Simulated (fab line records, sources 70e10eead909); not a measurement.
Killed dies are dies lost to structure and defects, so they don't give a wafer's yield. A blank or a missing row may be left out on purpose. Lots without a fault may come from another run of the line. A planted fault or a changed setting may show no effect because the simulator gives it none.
fab line records | flow nand_harc
record lots=12 wafers=36 last_day=34
route steps=1302 shown A_BONDPAD@1228 HYBRID_BOND@1243 THIN_TSV@1276 END@1302
lots that met no fault: from a run of the same line without faults
start_h: hours from the record's first day to the start of the lot's first wafer shown | wait_h: hours since the lot's step before | " the same as in the row above | L1.1+2: a row that stands for several wafers | - no value, or no start given | * or withheld: withheld | < > ~ a bound
route shown NAME@n: a module of which the file shows steps, and the number in the route of the first | usual: mean/standard deviation of fault-free wafers | same: alike in all rows | chamber/n: place in a boat | sites: the reading at each site | _std_site: their standard deviation | _edge_site: outer sites' mean less inner sites' | radius_mm: how far each site lies from the wafer's centre | mask NAME#n: copy n | behind: the tool/chamber that last shaped the wafer | hold: why the lot was held/for how many hours/how that ended | device: the transistor (n, p or np) that didn't switch | end of line: the same wafers' tests at the end of the route | a step without rows: its recipe alone | killed: dies lost to structure and defects at the first sort, not the wafer's yield | map: a wafer's dies, x killed, . not, _ none there
set.NAME: the setting as run; set.NAME@STEP: as run at that earlier step | model.NAME: the simulator's own value behind a step, which no gauge read
steps of the route over a sample of lots; a table a step, a row a wafer
services: from which hour (start_h, from the record's first day; less than 0 if before it) a tool's chamber was out of use, for how many hours, and why
## steps
# step NHARC_A_BONDPAD_PVD_27
# recipe target_thk_a=300 chamber_pressure_pa=5 power_w=5000 substrate_temp_c=30 time_s=20.49 material=Cu
# usual substrate_temp_c=29.99/0.11 throttle_valve_pct=29.8/1
# columns lot.wafer tool chamber start_h wait_h substrate_temp_c throttle_valve_pct
L237.2 pvd_sputter-03 - 551.24 - 29.97 30.1
L237.1 " - " " 30.11 29.2
L237.5 " - " " 30.10 29.7
L240.1 pvd_sputter-02 - 572.21 - 29.96 31.1
L240.2 " - " " 29.96 28.2
L240.5 " - " " 29.99 28.2
L243.4 pvd_sputter-02 - 622.87 - 29.94 28.0
L243.2 " - " " 30.08 29.0
L243.1 " - " " 30.21 29.2
L244.2 pvd_sputter-01 - 628.52 - 30.07 30.7
L244.3 " - " " 29.93 31.3
L244.5 " - " " 30.05 29.7
L246.1 pvd_sputter-02 - 637.77 - 29.99 29.0
L246.3 " - " " 30.09 30.7
L246.5 " - " " 30.07 29.7
L253.3 pvd_sputter-02 - 703.64 - 29.63 30.4
L253.1 " - " " 30.00 28.2
L253.6 " - " " 30.09 29.3
L254.4 pvd_sputter-02 - 722.56 - 30.07 28.5
L254.3 " - " " 29.97 30.0
L254.6 " - " " 30.01 29.3
L255.1 pvd_sputter-03 - 722.99 - 30.00 29.7
L255.4 " - " " 29.81 28.1
L255.6 " - " " 29.79 29.8
L257.1 pvd_sputter-02 - 737.00 - 30.23 29.8
L257.4 " - " " 29.71 30.1
L257.5 " - " " 30.19 30.1
L256.4 pvd_sputter-02 - 738.31 - 29.94 30.1
L256.1 " - " " 29.94 28.5
L256.3 " - " " 29.91 29.4
L259.4 pvd_sputter-03 - 771.94 - 29.91 28.4
L259.2 " - " " 29.92 28.0
L259.5 " - " " 30.15 29.4
L258.3 pvd_sputter-03 - 775.48 - 29.90 28.3
L258.2 " - " " 30.05 28.4
L258.5 " - " " 29.97 28.0
# step NHARC_A_BONDPAD_ANNEAL_28
# recipe temp_c=225 time_s=90
# usual anneal_temp_c=225.00/0.18 wafer_temp_C_max=225.92/0.25
# columns lot.wafer tool chamber start_h wait_h anneal_temp_c wafer_temp_C_max
L237.1 rtp_anneal-02 0 551.74 - 225.20 226.16
L237.2 " 0 " " 225.30 225.68
L237.5 " 0 " " 225.06 225.75
L240.1 rtp_anneal-01 0 572.72 0.3 225.02 225.60
L240.2 " 0 " " 225.18 225.97
L240.5 " 0 " " 225.21 225.97
L243.1 rtp_anneal-02 0 623.39 0.3 225.15 225.80
L243.2 " 0 " " 224.88 225.59
L243.4 " 0 " " 225.00 225.86
L244.2 rtp_anneal-01 0 629.08 - 225.01 225.99
L244.3 " 0 " " 224.87 226.12
L244.5 " 0 " " 225.01 226.42
L246.1 rtp_anneal-02 0 638.29 0.3 225.26 225.44
L246.3 " 0 " " 225.27 225.47
L246.5 " 0 " " 225.17 225.80
L253.1 rtp_anneal-02 0 704.16 - 225.07 225.95
L253.3 " 0 " " 224.88 225.76
L253.6 " 0 " " 225.15 226.11
L254.3 rtp_anneal-01 0 723.18 - 225.00 225.77
L254.4 " 0 " " 224.93 225.98
L254.6 " 0 " " 224.98 226.01
L255.1 rtp_anneal-02 0 723.54 0.3 225.06 225.78
L255.4 " 0 " " 224.90 225.75
L255.6 " 0 " " 224.86 226.06
L257.1 rtp_anneal-01 0 737.50 0.3 225.09 225.94
L257.4 " 0 " " 225.43 225.89
L257.5 " 0 " " 225.40 225.94
L256.1 rtp_anneal-01 0 738.85 - 224.96 225.71
L256.3 " 0 " " 225.10 225.87
L256.4 " 0 " " 224.96 225.96
L259.2 rtp_anneal-02 0 772.51 0.4 225.10 225.88
L259.4 " 0 " " 225.12 226.63
L259.5 " 0 " " 225.24 225.53
L258.2 rtp_anneal-02 0 776.04 - 225.06 226.40
L258.3 " 0 " " 225.29 225.85
L258.5 " 0 " " 225.13 226.24
# step NHARC_HYBRID_BOND_INSPECT_06
# recipe inspect_instrument=ir_void
# usual raw_defect_count=92/39
# columns lot.wafer tool chamber start_h wait_h raw_defect_count
L237.1 defect_inspect-02 - 582.21 0.0 93
L237.2 " - " " 87
L237.5 " - " " 102
L240.1 defect_inspect-01 - 582.23 0.1 122
L240.2 " - " " 134
L240.5 " - " " 130
L244.2 defect_inspect-01 - 639.43 0.1 138
L244.3 " - " " 137
L244.5 " - " " 148
L253.1 defect_inspect-02 - 715.20 0.0 27
L253.3 " - " " 29
L253.6 " - " " 30
L255.1 defect_inspect-02 - 735.27 0.0 159
L255.4 " - " " 144
L255.6 " - " " 143
L254.3 defect_inspect-01 - 735.28 0.1 45
L254.4 " - " " 42
L254.6 " - " " 45
L257.1 defect_inspect-01 - 753.09 0.0 71
L257.4 " - " " 77
L257.5 " - " " 66
L256.1 defect_inspect-01 - 753.11 0.1 103
L256.3 " - " " 91
L256.4 " - " " 109
L259.2 defect_inspect-01 - 783.00 0.1 142
L259.4 " - " " 154
L259.5 " - " " 127
L258.2 defect_inspect-02 - 786.75 0.1 45
L258.3 " - " " 48
L258.5 " - " " 54
# step NHARC_THIN_TSV_CMP_21
# recipe t_overpolish_s=30 target_thk_nm=2000
# usual motor_current_A=11.5/1.2 overpolish_run_s=30.000/0.0097
# columns lot.wafer tool chamber start_h wait_h motor_current_A overpolish_run_s
L237.1 cmp-03 2 589.27 - 11.3 29.999
L237.2 " 0 " " 11.4 29.999
L237.5 " 3 " " 11.2 29.997
L240.1 cmp-03 0 593.26 - 11.7 30.012
L240.2 " 1 " " 9.5 30.002
L240.5 " 3 " " 11.9 30.008
L244.2 cmp-02 2 646.56 - 12.7 29.996
L244.3 " 0 " " 11.7 29.993
L244.5 " 3 " " 11.2 30.002
L253.1 cmp-01 2 722.65 - 11.9 30.003
L253.3 " 0 " " 9.3 30.010
L253.6 " 3 " " 10.5 29.996
L255.1 cmp-03 0 742.29 - 11.5 29.993
L255.4 " 1 " " 9.2 30.007
L255.6 " 3 " " 12.1 29.992
L254.4 cmp-01 0 751.61 - 9.6 29.998
L254.3 " 3 " " 10.3 29.999
L254.6 " 1 " " 12.8 30.008
L257.1 cmp-02 3 760.15 - 11.7 29.983
L257.4 " 0 " " 12.2 29.988
L257.5 " 2 " " 12.1 30.011
L256.3 cmp-03 1 761.43 - 9.6 30.011
L256.4 " 2 " " 11.4 29.999
L256.1 " 3 " " 11.0 29.998
L259.2 cmp-03 1 790.13 - 9.3 29.980
L259.4 " 2 " " 11.0 29.987
L259.5 " 1 " " 9.5 29.997
L258.2 cmp-01 3 794.02 - 10.9 30.004
L258.3 " 0 " " 9.9 30.004
L258.5 " 3 " " 11.1 30.000
# step NHARC_END_SORT_01
# recipe temp_c=25
# usual defect_limited_yield=91.4/2.7 killed_at_array=53/18 killed_at_other=0.8/1.1 killed_at_periphery=4.1/2.7 killed_dies=58/18 killed_open=3.1/1.7 killed_short=2.7/1.7 sort_bin_2_pct=3.0/1.2 sort_bin_3_pct=0.6/0.37 sort_bin_4_pct=4.9/1.5 sort_n_pass=619/18 sort_rim_yield_pct=91/4.1 sort_yield_pct=91.4/2.7
# same gross_dies=677 sort_bin_5_pct[%]=0 sort_bin_6_pct[%]=0 sort_bin_7_pct[%]=0 sort_bin_8_pct[%]=0 sort_rim_n_gross=106.00
# columns lot.wafer tool chamber start_h wait_h hold defect_limited_yield[%] killed_at_array killed_at_other killed_at_periphery killed_dies killed_open killed_short sort_bin_2_pct[%] sort_bin_3_pct[%] sort_bin_4_pct[%] sort_n_pass sort_rim_yield_pct[%] sort_yield_pct[%]
L237.1 prober-01 0 600.06 2.5 - 88.8 67 0 9 76 1 2 4.7 0.6 5.9 601 93 88.8
L237.2 prober-01 0 600.86 2.8 - 94.5 35 1 1 37 2 1 3.1 0.3 2.1 640 84 94.5
L237.5 prober-01 0 603.25 3.7 - 90.1 62 1 4 67 4 0 4.3 0.9 4.7 610 91 90.1
L240.1 prober-01 0 607.84 2.5 - 92.5 40 0 11 51 4 3 3.0 0.7 3.8 626 88 92.5
L240.2 prober-01 0 608.63 2.8 - 88.0 69 1 11 81 1 0 3.8 1.3 6.8 596 97 88.0
L240.5 prober-01 0 610.99 3.6 - 93.2 39 2 5 46 2 1 2.8 0.7 3.2 631 88 93.2
L243.1 prober-02 0 651.61 2.5 await_dispo/1.3h/scrap 0 674 0 3 677 1 4 95.9 0.1 4.0 0 0 0
L243.2 prober-02 0 652.41 2.8 await_dispo/1.3h/scrap 0 667 1 9 677 4 2 96.5 0.1 3.4 0 0 0
L243.4 prober-02 0 654.02 3.4 await_dispo/1.3h/scrap 0 671 1 5 677 2 1 97.5 0.1 2.4 0 0 0
L244.2 prober-01 0 658.05 2.8 - 85.5 96 0 2 98 3 3 4.3 0.7 9.5 579 90 85.5
L244.3 prober-01 0 658.85 3.1 - 88.3 74 0 5 79 4 4 4.0 0.9 6.8 598 90 88.3
L244.5 prober-01 0 660.46 3.7 - 90.0 66 0 2 68 2 6 3.5 1.0 5.5 609 87 90.0
L246.1 prober-02 0 667.64 2.5 await_dispo/1.9h/scrap 0 671 1 5 677 5 5 93.6 0.9 5.5 0 0 0
L246.3 prober-02 0 669.26 3.1 await_dispo/1.9h/scrap 0 673 1 3 677 3 5 93.5 0.1 6.4 0 0 0
L246.5 prober-02 0 670.88 3.7 await_dispo/1.9h/scrap 0 675 1 1 677 1 2 93.5 0.6 5.9 0 0 0
L253.1 prober-02 0 733.43 2.5 - 95.1 26 5 2 33 4 3 2.1 0 2.8 644 93 95.1
L253.3 prober-02 0 734.99 3.1 - 95.4 30 0 1 31 2 7 1.5 0 3.1 646 95 95.4
L253.6 prober-02 0 737.33 3.9 - 95.9 23 5 0 28 1 3 2.1 0.1 1.9 649 91 95.9
L255.1 prober-01 0 752.87 2.5 - 86.0 89 1 5 95 1 0 4.7 0.7 8.6 582 86 86.0
L255.4 prober-01 0 755.23 3.4 - 89.4 71 0 1 72 4 2 4.1 0.6 5.9 605 81 89.4
L255.6 prober-01 0 756.81 3.9 - 89.1 70 0 4 74 3 1 3.1 0.9 6.9 603 83 89.1
L254.3 prober-01 0 763.94 3.1 - 94.1 37 0 3 40 4 1 2.5 0 3.4 637 96 94.1
L254.4 prober-01 0 764.75 3.4 - 95.0 29 0 5 34 3 3 1.5 0.1 3.4 643 85 95.0
L254.6 prober-01 0 766.36 4.0 - 94.4 35 1 2 38 3 5 1.0 0.1 4.4 639 91 94.4
L256.1 prober-01 0 770.78 2.5 - 92.0 50 0 4 54 0 1 2.2 1.3 4.4 623 86 92.0
L256.3 prober-01 0 772.39 3.1 - 89.4 65 1 6 72 2 3 3.0 0.9 6.8 605 92 89.4
L256.4 prober-01 0 773.20 3.4 - 90.5 60 0 4 64 3 1 3.1 0.6 5.8 613 84 90.5
L257.1 prober-02 0 770.83 2.5 - 91.9 51 3 1 55 2 2 3.2 0.4 4.4 622 96 91.9
L257.4 prober-02 0 773.18 3.4 - 92.3 46 2 4 52 5 4 2.2 0.9 4.6 625 89 92.3
L257.5 prober-02 0 773.96 3.6 - 92.5 45 3 3 51 2 3 3.0 0.1 4.4 626 93 92.5
L259.2 prober-02 0 801.84 2.8 - 88.6 72 0 5 77 1 2 4.3 1.6 5.5 600 90 88.6
L259.4 prober-02 0 803.46 3.4 - 86.1 90 1 3 94 2 4 5.3 0.9 7.7 583 89 86.1
L259.5 prober-02 0 804.26 3.7 - 88.5 72 2 4 78 4 4 4.6 0.3 6.6 599 89 88.5
L258.2 prober-01 0 805.75 2.8 - 94.7 35 0 1 36 2 4 2.5 0 2.8 641 90 94.7
L258.3 prober-01 0 806.55 3.1 - 92.0 44 0 10 54 4 6 2.1 0 5.9 623 97 92.0
L258.5 prober-01 0 808.15 3.7 - 93.4 39 0 6 45 3 2 2.7 0.1 3.8 632 92 93.4
# killed by level:class
L237.1 A_CHANNEL_HOLE_D2:chamber_film_flake=35 A_SLIT:chamber_film_flake=24 P_GATE:chamber_film_flake=5 A_STAIRCASE:chamber_film_flake=3 P_ZERO_WELL:chamber_film_flake=2 P_CONTACT:geometric_particle:short=1 A_SGD_CUT:geometric_particle:short=1 A_CONTACT:geometric_particle:open=1
L237.2 A_SLIT:chamber_film_flake=17 A_CHANNEL_HOLE_D2:chamber_film_flake=12 A_M1:geometric_particle:open=2 A_CHANNEL_FILL_D1:geometric_particle:short=1 P_GATE:chamber_film_flake=1 A_STAIRCASE:chamber_film_flake=1 A_WL_FILL:chamber_film_flake=1 A_CONTACT:chamber_film_flake=1
L237.5 A_CHANNEL_HOLE_D2:chamber_film_flake=33 A_SLIT:chamber_film_flake=21 A_STAIRCASE:chamber_film_flake=3 A_WL_FILL:chamber_film_flake=2 P_GATE:geometric_particle:open=1 P_M0:geometric_particle:open=1 A_CHANNEL_FILL_D1:geometric_particle:open=1 A_DECK1_JOINT:geometric_particle:open=1
L240.1 A_CHANNEL_HOLE_D1:chamber_film_flake=15 P_M0:chamber_film_flake=6 A_CHANNEL_HOLE_D2:chamber_film_flake=6 A_STAIRCASE:chamber_film_flake=6 A_CONTACT:chamber_film_flake=4 A_BLC:chamber_film_flake=4 P_CONTACT:geometric_particle:open=3 A_WL_FILL:geometric_particle:short=2
L240.2 A_CHANNEL_HOLE_D2:chamber_film_flake=26 A_CHANNEL_HOLE_D1:chamber_film_flake=23 A_BLC:chamber_film_flake=8 A_STAIRCASE:chamber_film_flake=5 P_GATE:chamber_film_flake=4 P_ZERO_WELL:chamber_film_flake=3 P_M0:chamber_film_flake=3 A_CONTACT:chamber_film_flake=3
L240.5 A_CHANNEL_HOLE_D2:chamber_film_flake=12 A_STAIRCASE:chamber_film_flake=7 A_CHANNEL_HOLE_D1:chamber_film_flake=6 A_CONTACT:chamber_film_flake=6 P_ZERO_WELL:chamber_film_flake=2 P_M0:chamber_film_flake=2 A_WL_FILL:chamber_film_flake=2 THIN_TSV:chamber_film_flake=2
L243.1 A_BONDPAD:area_pvd=642 A_CHANNEL_HOLE_D2:chamber_film_flake=13 A_CHANNEL_HOLE_D1:chamber_film_flake=5 P_ZERO_WELL:chamber_film_flake=3 A_SLIT:chamber_film_flake=3 A_WL_FILL:chamber_film_flake=2 A_DECK1_JOINT:geometric_particle:open=1 A_DECK1_JOINT:geometric_particle:short=1
L243.2 A_BONDPAD:area_pvd=650 P_ZERO_WELL:chamber_film_flake=6 A_CHANNEL_HOLE_D2:chamber_film_flake=6 P_GATE:chamber_film_flake=3 A_CHANNEL_FILL_D1:geometric_particle:short=2 A_CHANNEL_HOLE_D1:chamber_film_flake=2 A_WL_FILL:chamber_film_flake=2 A_ONON_D1:geometric_particle:open=1
L243.4 A_BONDPAD:area_pvd=650 A_CHANNEL_HOLE_D2:chamber_film_flake=9 A_CHANNEL_HOLE_D1:chamber_film_flake=6 P_GATE:chamber_film_flake=3 P_M0:geometric_particle:open=1 A_ONON_D2:geometric_particle:open=1 A_WL_FILL:geometric_particle:short=1 P_ZERO_WELL:chamber_film_flake=1
L244.2 A_SLIT:chamber_film_flake=37 A_CHANNEL_HOLE_D1:chamber_film_flake=30 A_CHANNEL_HOLE_D2:chamber_film_flake=12 A_STAIRCASE:chamber_film_flake=4 A_CONTACT:chamber_film_flake=4 A_ONON_D1:geometric_particle:short=3 P_STI:chamber_film_flake=2 A_DECK1_JOINT:chamber_film_flake=2
L244.3 A_SLIT:chamber_film_flake=26 A_CHANNEL_HOLE_D1:chamber_film_flake=16 A_CHANNEL_HOLE_D2:chamber_film_flake=13 A_STAIRCASE:chamber_film_flake=9 A_CHANNEL_HOLE_D2:geometric_particle:open=2 P_STI:chamber_film_flake=2 A_DECK1_JOINT:chamber_film_flake=2 P_CONTACT:geometric_particle:open=1
L244.5 A_SLIT:chamber_film_flake=27 A_CHANNEL_HOLE_D2:chamber_film_flake=12 A_CHANNEL_HOLE_D1:chamber_film_flake=10 A_STAIRCASE:chamber_film_flake=6 A_CONTACT:chamber_film_flake=3 A_CHANNEL_FILL_D1:geometric_particle:short=2 A_CHANNEL_FILL_D1:chamber_film_flake=2 P_CONTACT:geometric_particle:open=1
L246.1 A_BONDPAD:area_pvd=611 A_SLIT:chamber_film_flake=32 A_CHANNEL_HOLE_D1:chamber_film_flake=14 A_STAIRCASE:chamber_film_flake=2 A_CHANNEL_HOLE_D2:unspecified=2 A_CONTACT:chamber_film_flake=2 P_CONTACT:geometric_particle:open=1 P_M0:geometric_particle:open=1
L246.3 A_BONDPAD:area_pvd=616 A_SLIT:chamber_film_flake=25 A_CHANNEL_HOLE_D1:chamber_film_flake=17 A_STAIRCASE:chamber_film_flake=6 A_CHANNEL_FILL_D1:chamber_film_flake=2 P_CONTACT:geometric_particle:short=1 P_M0:geometric_particle:short=1 P_M2:geometric_particle:open=1
L246.5 A_BONDPAD:area_pvd=603 A_CHANNEL_HOLE_D1:chamber_film_flake=40 A_SLIT:chamber_film_flake=19 A_CHANNEL_FILL_D1:chamber_film_flake=2 A_CHANNEL_HOLE_D2:unspecified=2 A_STAIRCASE:chamber_film_flake=2 A_CONTACT:chamber_film_flake=2 P_STI:geometric_particle:short=1
L253.1 A_CHANNEL_HOLE_D1:chamber_film_flake=10 A_SLIT:chamber_film_flake=5 THIN_TSV:chamber_film_flake=5 P_M0:geometric_particle:open=2 A_CHANNEL_FILL_D2:geometric_particle:open=2 A_DECK1_JOINT:chamber_film_flake=2 A_ONON_D1:geometric_particle:short=1 A_CHANNEL_FILL_D1:geometric_particle:short=1
L253.3 A_CHANNEL_HOLE_D1:chamber_film_flake=13 A_STAIRCASE:chamber_film_flake=3 A_SLIT:chamber_film_flake=3 P_M1:geometric_particle:short=1 A_ONON_D1:geometric_particle:short=1 A_CHANNEL_FILL_D1:geometric_particle:short=1 A_DECK1_JOINT:geometric_particle:short=1 A_ONON_D2:geometric_particle:short=1
L253.6 A_CHANNEL_HOLE_D1:chamber_film_flake=7 A_CHANNEL_HOLE_D2:chamber_film_flake=6 THIN_TSV:chamber_film_flake=3 A_STAIRCASE:chamber_film_flake=2 A_SLIT:chamber_film_flake=2 A_M0:chamber_film_flake=2 A_CHANNEL_FILL_D1:geometric_particle:short=1 A_DECK1_JOINT:geometric_particle:short=1
L255.1 A_CHANNEL_HOLE_D1:chamber_film_flake=36 A_SLIT:chamber_film_flake=25 A_CHANNEL_HOLE_D2:chamber_film_flake=19 A_CONTACT:chamber_film_flake=4 P_GATE:chamber_film_flake=3 A_STAIRCASE:chamber_film_flake=3 P_ZERO_WELL:chamber_film_flake=2 A_M0:geometric_particle:open=1
L255.4 A_SLIT:chamber_film_flake=33 A_CHANNEL_HOLE_D2:chamber_film_flake=16 A_CHANNEL_HOLE_D1:chamber_film_flake=9 A_STAIRCASE:chamber_film_flake=2 A_CHANNEL_FILL_D2:chamber_film_flake=2 A_CHANNEL_FILL_D1:geometric_particle:open=1 A_ONON_D2:geometric_particle:open=1 A_CHANNEL_FILL_D2:geometric_particle:short=1
L255.6 A_SLIT:chamber_film_flake=35 A_CHANNEL_HOLE_D2:chamber_film_flake=17 A_CHANNEL_HOLE_D1:chamber_film_flake=13 P_GATE:chamber_film_flake=2 A_CHANNEL_FILL_D2:geometric_particle:short=1 A_SGD_CUT:geometric_particle:open=1 A_BLC:geometric_particle:open=1 A_M0:geometric_particle:open=1
L254.3 A_CHANNEL_HOLE_D1:chamber_film_flake=13 A_SLIT:chamber_film_flake=7 A_STAIRCASE:chamber_film_flake=4 A_ZERO_WELL:chamber_film_flake=3 A_CHANNEL_HOLE_D2:chamber_film_flake=3 A_CONTACT:chamber_film_flake=3 P_STI:geometric_particle:open=1 A_SOURCE_PLATE:geometric_particle:open=1
L254.4 A_CHANNEL_HOLE_D1:chamber_film_flake=10 A_SLIT:chamber_film_flake=6 A_CONTACT:chamber_film_flake=5 A_STAIRCASE:chamber_film_flake=2 P_M0:geometric_particle:short=1 P_M2:geometric_particle:open=1 A_DECK1_JOINT:geometric_particle:short=1 A_CHANNEL_HOLE_D2:geometric_particle:open=1
L254.6 A_CHANNEL_HOLE_D1:chamber_film_flake=8 A_CONTACT:chamber_film_flake=7 A_SLIT:chamber_film_flake=7 A_STAIRCASE:chamber_film_flake=6 P_GATE:geometric_particle:short=1 P_M1:geometric_particle:open=1 A_ONON_D1:geometric_particle:short=1 A_ONON_D2:geometric_particle:open=1
L256.1 A_CHANNEL_HOLE_D2:chamber_film_flake=26 A_SLIT:chamber_film_flake=8 A_CHANNEL_HOLE_D1:chamber_film_flake=7 A_CONTACT:chamber_film_flake=3 A_WL_FILL:chamber_film_flake=3 P_M2:chamber_film_flake=2 A_CHANNEL_FILL_D1:geometric_particle:short=1 P_ZERO_WELL:chamber_film_flake=1
L257.1 A_SLIT:chamber_film_flake=34 A_CONTACT:chamber_film_flake=6 A_CHANNEL_HOLE_D1:chamber_film_flake=2 A_DECK1_JOINT:chamber_film_flake=2 THIN_TSV:chamber_film_flake=2 A_ONON_D2:geometric_particle:short=1 A_CHANNEL_FILL_D2:geometric_particle:open=1 A_CONTACT:geometric_particle:open=1
L256.3 A_CHANNEL_HOLE_D2:chamber_film_flake=30 A_CHANNEL_HOLE_D1:chamber_film_flake=19 A_SLIT:chamber_film_flake=7 A_CONTACT:chamber_film_flake=6 P_M2:chamber_film_flake=2 P_GATE:geometric_particle:open=1 P_M0:geometric_particle:open=1 A_ONON_D1:geometric_particle:short=1
L257.4 A_SLIT:chamber_film_flake=21 A_CONTACT:chamber_film_flake=9 A_DECK1_JOINT:geometric_particle:open=2 P_M2:chamber_film_flake=2 A_CHANNEL_HOLE_D1:chamber_film_flake=2 A_STAIRCASE:chamber_film_flake=2 A_CHANNEL_HOLE_D1:geometric_particle:open=1 A_CHANNEL_FILL_D1:geometric_particle:open=1
L256.4 A_CHANNEL_HOLE_D2:chamber_film_flake=23 A_CHANNEL_HOLE_D1:chamber_film_flake=17 A_CONTACT:chamber_film_flake=6 A_SLIT:chamber_film_flake=5 A_STAIRCASE:chamber_film_flake=4 P_M2:chamber_film_flake=3 A_CHANNEL_FILL_D1:geometric_particle:open=1 A_BLC:geometric_particle:short=1
L257.5 A_SLIT:chamber_film_flake=30 A_CONTACT:chamber_film_flake=8 A_CHANNEL_HOLE_D1:chamber_film_flake=2 THIN_TSV:chamber_film_flake=2 P_M0:geometric_particle:open=1 A_DECK1_JOINT:geometric_particle:short=1 A_ONON_D2:geometric_particle:short=1 A_M0:geometric_particle:open=1
L259.2 A_CHANNEL_HOLE_D2:chamber_film_flake=29 A_SLIT:chamber_film_flake=23 A_CHANNEL_HOLE_D1:chamber_film_flake=12 P_M2:chamber_film_flake=3 A_STAIRCASE:chamber_film_flake=3 P_STI:chamber_film_flake=2 A_CONTACT:chamber_film_flake=2 A_ONON_D1:geometric_particle:open=1
L259.4 A_SLIT:chamber_film_flake=28 A_CHANNEL_HOLE_D2:chamber_film_flake=27 A_CHANNEL_HOLE_D1:chamber_film_flake=19 A_CONTACT:chamber_film_flake=7 P_M2:chamber_film_flake=2 A_STAIRCASE:chamber_film_flake=2 P_M0:geometric_particle:open=1 A_DECK1_JOINT:geometric_particle:short=1
L259.5 A_CHANNEL_HOLE_D2:chamber_film_flake=25 A_SLIT:chamber_film_flake=21 A_CHANNEL_HOLE_D1:chamber_film_flake=13 A_STAIRCASE:chamber_film_flake=4 A_CHANNEL_FILL_D2:chamber_film_flake=2 P_STI:geometric_particle:short=1 P_CONTACT:geometric_particle:open=1 P_M0:geometric_particle:open=1
L258.2 A_CHANNEL_HOLE_D1:chamber_film_flake=15 A_STAIRCASE:chamber_film_flake=6 A_SLIT:chamber_film_flake=6 A_DECK1_JOINT:geometric_particle:short=2 A_CHANNEL_HOLE_D2:geometric_particle:short=1 A_CHANNEL_FILL_D2:geometric_particle:open=1 A_CHANNEL_FILL_D2:geometric_particle:short=1 A_M0:geometric_particle:open=1
L258.3 A_CHANNEL_HOLE_D1:chamber_film_flake=14 A_SLIT:chamber_film_flake=8 P_GATE:chamber_film_flake=7 A_STAIRCASE:chamber_film_flake=6 A_CONTACT:chamber_film_flake=5 A_ONON_D1:geometric_particle:short=2 A_M0:geometric_particle:open=2 P_M1:geometric_particle:short=1
L258.5 A_CHANNEL_HOLE_D1:chamber_film_flake=19 A_SLIT:chamber_film_flake=5 P_GATE:chamber_film_flake=4 A_CONTACT:chamber_film_flake=4 A_CHANNEL_HOLE_D2:chamber_film_flake=2 A_STAIRCASE:chamber_film_flake=2 A_WL_FILL:chamber_film_flake=2 P_CONTACT:geometric_particle:open=1
## services
# columns tool chamber start_h hours kind
cmp-01 - 540.94 2.5 repair
cmp-03 - 554.11 4.0 pm
cmp-01 - 556.09 1.8 repair
pvd_sputter-03 - 565.98 6.6 repair
pvd_sputter-01 - 578.44 7.2 repair
cmp-02 - 583.69 4.0 repair
pvd_sputter-01 - 585.67 10.0 pm
cmp-01 - 599.87 4.0 pm
pvd_sputter-03 - 613.73 5.3 repair
cmp-03 - 621.57 2.1 repair
cmp-02 - 624.50 4.0 pm
cmp-01 - 632.30 1.3 repair
pvd_sputter-02 - 638.01 10.0 pm
cmp-03 - 647.83 0.8 repair
cmp-03 - 652.11 4.0 pm
cmp-03 - 665.96 0.5 repair
pvd_sputter-02 - 673.42 1.4 repair
cmp-01 - 697.87 4.0 pm
pvd_sputter-03 - 704.33 10.0 pm
cmp-02 - 722.50 4.0 pm
rtp_anneal-02 - 744.00 12.0 pm
cmp-03 - 750.11 4.0 pm
cmp-03 - 765.97 1.1 repair
cmp-03 - 782.70 6.1 repair
## key
first_sign step=NHARC_END_SORT_01 reading=sort_bin_2_pct direction=up sigmas=75 usual=3.0 struck=95.1
effect step=NHARC_END_SORT_01 reading=defect_limited_yield direction=down sigmas=34 usual=91.4 struck=0
more_kills_born_at NHARC_A_BONDPAD_PVD_27@pvd_sputter-02=3772
met_at NHARC_A_BONDPAD_PVD_27
struck_lots L243,L246
later_rows_left_out L243.1,L243.2,L243.4,L246.1,L246.3,L246.5
not_acting_at NHARC_A_BONDPAD_ANNEAL_28,NHARC_HYBRID_BOND_INSPECT_06,NHARC_THIN_TSV_CMP_21
onset_between 572.21 622.87
fault kind=process_parameter_drift tool=pvd_sputter-02 chamber=- onset_h=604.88 steps=NHARC_A_BONDPAD_PVD_27 channel=target_thk_a offset=* shape=step end_h=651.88 acts_in=* stated=*
# later_rows_left_out: the simulator's readings of these wafers behind a module that went badly wrong aren't trusted and aren't shown, but for the sort
